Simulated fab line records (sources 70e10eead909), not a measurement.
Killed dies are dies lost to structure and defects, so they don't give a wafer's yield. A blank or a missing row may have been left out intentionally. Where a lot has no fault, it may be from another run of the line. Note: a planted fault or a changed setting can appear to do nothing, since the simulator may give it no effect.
Problem report, 8D (eight disciplines) form, completed by code / flow nand_harc / the parts of the form that need people (team, actions taken, sign-off) are left out

1. THE ISSUE
At NHARC_A_CONTACT_INSPECT_23, raw_defect_count averages 1231 over 6 wafers from 2 lots, while fault-free wafers read 439, standard deviation 110. That is +7.2 standard deviations from the usual mean.
The first sign was on wafer L476.3 at day 20 21:48, on defect_inspect-01. The record has a number at this step for 33 wafers belonging to 11 lots. Rule for "out" (also "out of limits"): further than 4 standard deviations from the usual mean. Any other wafer with a number is counted as sound.

2. WHAT IT IS AND WHAT IT IS NOT
question=which readings at this step | is=raw_defect_count | is not=-
question=which lots | is=L476, L478 | is not=L461, L463, L464, L465, L466, L479, L481, L483, L484
question=which wafers of those lots | is=all that have a number | is not=-
question=read on which gauges | is=defect_inspect-01, defect_inspect-02 | is not=-
question=when | is=from day 20 21:48 | is not=up to then (15 sound wafers); but 12 sound wafers of L479, L481, L483, L484 came after

3. WHAT RULES OUT EACH SUSPECT
Counting: a tool at a process step up to the reading stays a suspect if it ran every lot that is out and no sound lot after the first of them.
- the gauge at NHARC_A_CONTACT_INSPECT_23 is ruled out. Those wafers that are out were read across 2 gauges (defect_inspect-01, defect_inspect-02).
- cmp-03 at NHARC_A_CONTACT_CMP_20 (polishes, t overpolish 30 s, target thk 300 nm): kept. Every lot that is out went through it, starting with L476 (day 20 21:26), and after that it ran no sound lot; the last sound lot it ran before then is L466 (day 18 14:03).
The count leaves cmp-03 at NHARC_A_CONTACT_CMP_20.

4. THE CAUSE (what the simulator had put in)
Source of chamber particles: cmp-03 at NHARC_A_CONTACT_CMP_20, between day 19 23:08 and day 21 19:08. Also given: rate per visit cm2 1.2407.
The count eliminated every tool but this one.

5. SEQUENCE OF EFFECTS, ordered by route
Rows list readings where the struck wafers' mean (over those with a number) sits beyond 3 standard deviations from the usual. Scope: only readings with a usual standard deviation given in the record; hours: median across lots of the time from each lot's start at the first step in this table that gives one to its start at this step; sigmas: change in usual standard deviations.
hours=0; step=NHARC_A_CONTACT_INSPECT_23; reading=raw_defect_count; usual=439; on struck wafers=1231; change=+792; sigmas=+7.2
hours=1; step=NHARC_A_BLC_INSPECT_12; reading=raw_defect_count; usual=30; on struck wafers=814; change=+784; sigmas=+65
hours=50; step=NHARC_END_SORT_01; reading=killed_at_array; usual=26; on struck wafers=464; change=+438; sigmas=+49
hours=50; step=NHARC_END_SORT_01; reading=killed_dies; usual=30; on struck wafers=466; change=+436; sigmas=+48

6. HOW IT WOULD HAVE BEEN CAUGHT EARLIER
Counted from the fault's start at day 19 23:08, it took 23 hours until the first out-of-limits reading at a measuring or inspecting step in this record, taken at day 20 21:48.
An alarm limit of 4 standard deviations would not have fired on the tool readings at NHARC_A_CONTACT_CMP_20 for which the record gives a usual standard deviation, since none of them was out on any struck wafer.
Lots out: 2; of these, L478 started NHARC_A_CONTACT_CMP_20 on cmp-03 after day 20 21:48. A hold on the tool at that time would have spared it.
